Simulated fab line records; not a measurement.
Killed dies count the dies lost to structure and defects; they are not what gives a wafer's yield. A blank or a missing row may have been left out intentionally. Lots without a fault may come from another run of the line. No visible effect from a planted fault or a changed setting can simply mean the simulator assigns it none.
Problem report in the 8D (eight disciplines) form, filled by code    flow nand-harc    the parts of the form that need people (team, actions taken, sign-off) are left out

1. WHAT WENT WRONG
At NHARC_END_SORT_01, killed-dies averages 84 over 2 wafers from 2 lots, while fault-free wafers read 31, standard deviation 9.9. Measured from the usual mean, that is +5.4 standard deviations.
Earliest sighting: wafer L993.5 on prober-02 at day 21 16:51. At this step, 6 wafers from 2 lots have a number in the record. Rule for "out" (also "out of limits"): further than 4 standard deviations from the usual mean. Any other wafer with a number is counted as sound.

2. WHAT IT IS, AND WHAT IT ISN'T
question                     is                            is not
which readings at this step  killed-dies, killed-at-array  killed-at-other, killed-at-periphery, killed-open, killed-short
which lots                   L993, L996                    -
which wafers of those lots   L993.5, L996.4                L993.1, L993.4, L996.2, L996.5
read on which gauges         prober-01, prober-02          -
when                         from day 21 16:51             up to then (2 sound wafers); but 2 sound wafers of L996 came after

3. SUSPECTS, AND WHAT RULES EACH OUT
Counting: any tool at a process step up to the reading remains a suspect provided it ran every lot that is out. Sound lots after the first of them don't rule it out here, since some wafers of a struck lot are sound.
- ruled out: the gauge at NHARC_END_SORT_01. Those wafers that are out were read across 2 gauges (prober-01, prober-02).
- wet-bench-04 at NHARC_A_STAIRCASE_STRIP_317 (strips in SPM, time 900 s): kept. It ran every lot that is out, first L993 (day 14 07:53).
- pvd-sputter-02 at NHARC_THIN_TSV_PRE_CLEAN_54 (time 30 s): kept. It ran every lot that is out, first L993 (day 21 06:00).
What counting leaves: wet-bench-04 at NHARC_A_STAIRCASE_STRIP_317 and pvd-sputter-02 at NHARC_THIN_TSV_PRE_CLEAN_54.

4. THE CAUSE (what the simulator had put in)
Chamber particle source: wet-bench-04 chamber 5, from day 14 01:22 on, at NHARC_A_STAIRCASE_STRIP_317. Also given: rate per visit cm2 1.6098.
Counting leaves 2 suspects; this tool is one of them.

5. SEQUENCE OF EFFECTS, ordered by route
Each row: a reading whose mean over the struck wafers that have a number lies more than 3 standard deviations from the usual. Only readings whose record carries a usual standard deviation are examined. hours: median over the lots of the time between each lot's start at the first step of this table that gives one and its start at this step. sigmas: the change, counted in usual standard deviations.
hours  step               reading          usual  on struck wafers  change  sigmas
0      NHARC_END_SORT_01  killed-at-array  27     80                +52     +5.3
0      NHARC_END_SORT_01  killed-dies      31     84                +53     +5.4

6. WHAT WOULD HAVE CAUGHT IT SOONER
183 hours passed between the start of the fault at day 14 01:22 and the first reading out of limits at a measuring or inspecting step in this record, taken at day 21 16:51.
The start of NHARC_A_STAIRCASE_STRIP_317 on wet-bench-04 came by day 21 16:51 for every one of the lots that are out (2). Had the tool been put on hold then, not one of them would have been saved.
